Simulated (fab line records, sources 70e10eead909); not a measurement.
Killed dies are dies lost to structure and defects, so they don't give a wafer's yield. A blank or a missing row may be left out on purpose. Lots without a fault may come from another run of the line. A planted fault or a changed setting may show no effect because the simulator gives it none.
Which tool did it? | flow nand_harc | 13 lots, 39 wafers sampled, at 5 steps of a route of 1159

WHAT THE GAUGES READ, wafer by wafer
NHARC_A_BLC_INSPECT_28. Usual: raw_defect_count 444, standard deviation 120.
lot  | measured     | on                | raw_defect_count | flag
L667 | day 17 17:11 | defect_inspect-01 | 455 522 414      |
L668 | day 17 17:47 | defect_inspect-01 | 386 307 391      |
L665 | day 17 20:19 | defect_inspect-02 | 715 541 416      |
L670 | day 18 12:18 | defect_inspect-01 | 496 396 378      |
L666 | day 18 15:32 | defect_inspect-01 | 499 481 498      |
L676 | day 20 19:19 | defect_inspect-01 | 363 538 613      |
L678 | day 20 20:26 | defect_inspect-02 | 406 463 341      |
L677 | day 21 06:48 | defect_inspect-01 | 417 403 545      |
L681 | day 21 14:22 | defect_inspect-02 | 323 735 474      |
L679 | day 21 14:47 | defect_inspect-02 | 397 584 430      |
L686 | day 23 01:20 | defect_inspect-02 | 821 647 355      |
L687 | day 23 05:08 | defect_inspect-01 | 419 366 328      |
L688 | day 23 05:37 | defect_inspect-02 | 224 260 263      |

NHARC_END_SORT_01. Usual: defect_limited_yield 95.1 %, standard deviation 1.6; killed_at_array 29, standard deviation 11; killed_at_other 0.6, standard deviation 1; killed_at_periphery 3.1, standard deviation 2.1; killed_dies 33, standard deviation 11; killed_open 3.1, standard deviation 1.9; killed_short 1.9, standard deviation 1.5; sort_bin_2_pct 1.5 %, standard deviation 0.66; sort_bin_3_pct 0.29 %, standard deviation 0.23; sort_bin_4_pct 3.1 %, standard deviation 0.98; sort_n_pass 644, standard deviation 11; sort_rim_yield_pct 96.9 %, standard deviation 2.3; sort_yield_pct 95.1 %, standard deviation 1.6.
lot  | measured     | on        | defect_limited_yield (%) | killed_at_array | killed_at_other | killed_at_periphery | killed_dies | killed_open | killed_short | sort_bin_2_pct (%) | sort_bin_3_pct (%) | sort_bin_4_pct (%) | sort_n_pass | sort_rim_yield_pct (%) | sort_yield_pct (%) | flag
L676 | day 22 13:10 | prober-02 | 95.1 95.3 94.5           | 33 29 35        | 0 0 0           | 0 3 2               | 33 32 37    | 5 4 4       | 5 3 0        | 1.6 1.3 2.2        | 0.15 0.44 0.15     | 3.1 3.0 3.1        | 644 645 640 | 99.1 94.3 96.2         | 95.1 95.3 94.5     |
L678 | day 22 19:25 | prober-02 | 95.3 95.6 95.1           | 28 26 27        | 2 2 2           | 2 2 4               | 32 30 33    | 2 1 2       | 3 2 0        | 1.9 1.3 0.9        | 0.59 0.30 0.15     | 2.2 2.8 3.8        | 645 647 644 | 99.1 99.1 99.1         | 95.3 95.6 95.1     |

WHICH TOOL RAN EACH LOT (tool, then ch and the chambers of the sampled wafers, then the start)
lot  | NHARC_A_BLC_DEGAS_30         | NHARC_A_BLC_PVD_32                      | NHARC_A_M0_STRIP_19
L667 | pvd_sputter-03, day 17 15:50 | pvd_sputter-03, day 17 17:11 or earlier | wet_bench-02 ch 2,4,5, day 17 18:50
L668 | pvd_sputter-01, day 17 16:24 | pvd_sputter-01, day 17 17:47 or earlier | wet_bench-01 ch 2,3,4, day 17 19:31
L665 | pvd_sputter-03, day 17 18:44 | pvd_sputter-03, day 17 20:19 or earlier | wet_bench-01 ch 5,6,7, day 17 22:07
L670 | pvd_sputter-02, day 18 04:55 | pvd_sputter-02, day 18 12:18 or earlier | wet_bench-04 ch 0,3,6, day 18 14:02
L666 | pvd_sputter-01, day 18 14:11 | pvd_sputter-01, day 18 15:32 or earlier | wet_bench-01 ch 2,3,6, day 18 17:22
L676 | pvd_sputter-01, day 20 17:57 | pvd_sputter-01, day 20 19:19 or earlier | wet_bench-02 ch 2,3,6, day 20 21:04
L678 | pvd_sputter-01, day 20 19:02 | pvd_sputter-01, day 20 20:26 or earlier | wet_bench-01 ch 3,4,5, day 20 22:10
L677 | pvd_sputter-01, day 21 03:04 | pvd_sputter-01, day 21 06:48 or earlier | wet_bench-02 ch 5,6,7, day 21 08:26
L681 | pvd_sputter-01, day 21 09:53 | pvd_sputter-01, day 21 14:22 or earlier | wet_bench-01 ch 1,2,7, day 21 16:07
L679 | pvd_sputter-03, day 21 11:23 | pvd_sputter-03, day 21 14:47 or earlier | wet_bench-02 ch 2,4,7, day 21 16:51
L686 | pvd_sputter-02, day 22 19:52 | pvd_sputter-02, day 23 01:20 or earlier | wet_bench-04 ch 0,2,3, day 23 03:04
L687 | pvd_sputter-01, day 22 21:15 | pvd_sputter-01, day 23 05:08 or earlier | wet_bench-01 ch 3,6,7, day 23 06:45
L688 | pvd_sputter-01, day 22 21:59 | pvd_sputter-01, day 23 05:37 or earlier | wet_bench-01 ch 0,4,5, day 23 07:20
- NHARC_A_BLC_DEGAS_30: time 60 s.
- NHARC_A_BLC_PVD_32: deposits Ti, target thk 5 nm, time 17.7 s.
- NHARC_A_M0_STRIP_19: strips in post etch residue remover, time 600 s.

WHAT THE TOOLS THEMSELVES READ (means of the sampled wafers that have a number; where no wafer has one, the mark that the record gives instead)
NHARC_A_BLC_DEGAS_30. Usual: heater_power_w 427 W, standard deviation 35.
lot  | tool           | heater_power_w (W) | flag
L667 | pvd_sputter-03 | 441                |
L668 | pvd_sputter-01 | 428                |
L665 | pvd_sputter-03 | 418                |
L670 | pvd_sputter-02 | 444                |
L666 | pvd_sputter-01 | 418                |
L676 | pvd_sputter-01 | 415                |
L678 | pvd_sputter-01 | 423                |
L677 | pvd_sputter-01 | 422                |
L681 | pvd_sputter-01 | 409                |
L679 | pvd_sputter-03 | 430                |
L686 | pvd_sputter-02 | 459                |
L687 | pvd_sputter-01 | 434                |
L688 | pvd_sputter-01 | 403                |

NHARC_A_BLC_PVD_32. Usual: substrate_temp_c 200.00 C, standard deviation 0.17; throttle_valve_pct 30.0 %, standard deviation 1.
lot  | tool           | substrate_temp_c (C) | throttle_valve_pct (%) | flag
L667 | pvd_sputter-03 | 199.92               | 30.5                   |
L668 | pvd_sputter-01 | 200.02               | 30.7                   |
L665 | pvd_sputter-03 | 199.94               | 29.7                   |
L670 | pvd_sputter-02 | 199.92               | 30.8                   |
L666 | pvd_sputter-01 | 199.93               | 30.6                   |
L676 | pvd_sputter-01 | 200.25               | 30.6                   |
L678 | pvd_sputter-01 | 200.09               | 30.4                   |
L677 | pvd_sputter-01 | 200.15               | 30.5                   |
L681 | pvd_sputter-01 | 199.89               | 30.5                   |
L679 | pvd_sputter-03 | 199.80               | 28.9                   |
L686 | pvd_sputter-02 | 199.93               | 30.0                   |
L687 | pvd_sputter-01 | 199.97               | 30.7                   |
L688 | pvd_sputter-01 | 200.00               | 30.2                   |

NHARC_A_M0_STRIP_19. Usual: bath_heat_duty_pct 12.7 %, standard deviation 1.5; run_length_s 603.2 s, standard deviation 1.3.
lot  | tool         | bath_heat_duty_pct (%) | run_length_s (s) | flag
L667 | wet_bench-02 | 13.5                   | 602.5            |
L668 | wet_bench-01 | 13.1                   | 602.3            |
L665 | wet_bench-01 | 12.9                   | 603.3            |
L670 | wet_bench-04 | 13.7                   | 602.7            |
L666 | wet_bench-01 | 13.8                   | 602.3            |
L676 | wet_bench-02 | -                      | -                | OFF
L678 | wet_bench-01 | -                      | -                | OFF
L677 | wet_bench-02 | -                      | -                | OFF
L681 | wet_bench-01 | 12.4                   | 602.8            |
L679 | wet_bench-02 | 12.7                   | 603.9            |
L686 | wet_bench-04 | 12.6                   | 602.8            |
L687 | wet_bench-01 | 12.3                   | 602.0            |
L688 | wet_bench-01 | 13.7                   | 604.3            |

THE ANSWER, worked out from the rows above alone
Rule: a lot is off if the mean of its wafers that have a number lies more than 3 standard deviations from the usual mean. A lot without any number at a reading at which 4 lots or more have one is off too. The other lots that the step has rows for count as sound. The gauges are gone through in route order, then the tools' own readings, and for those a lot's mean is taken as printed above. The first step at which some lot is off is used, and at that step the reading that is off furthest; a lot without a number counts as furthest.
Off: L676, L678, L677, at NHARC_A_M0_STRIP_19 (bath_heat_duty_pct). Without a number there: L676, L678, L677.
A tool fits if, at that step or a process step before it, it ran every lot that is off, and no sound lot after the first of them. NHARC_A_BLC_PVD_32 gives no start for some lots, so the hours and the order of its lots are those of NHARC_A_BLC_INSPECT_28. None of those tried fits.

WHAT THE SIMULATOR HAD PUT IN
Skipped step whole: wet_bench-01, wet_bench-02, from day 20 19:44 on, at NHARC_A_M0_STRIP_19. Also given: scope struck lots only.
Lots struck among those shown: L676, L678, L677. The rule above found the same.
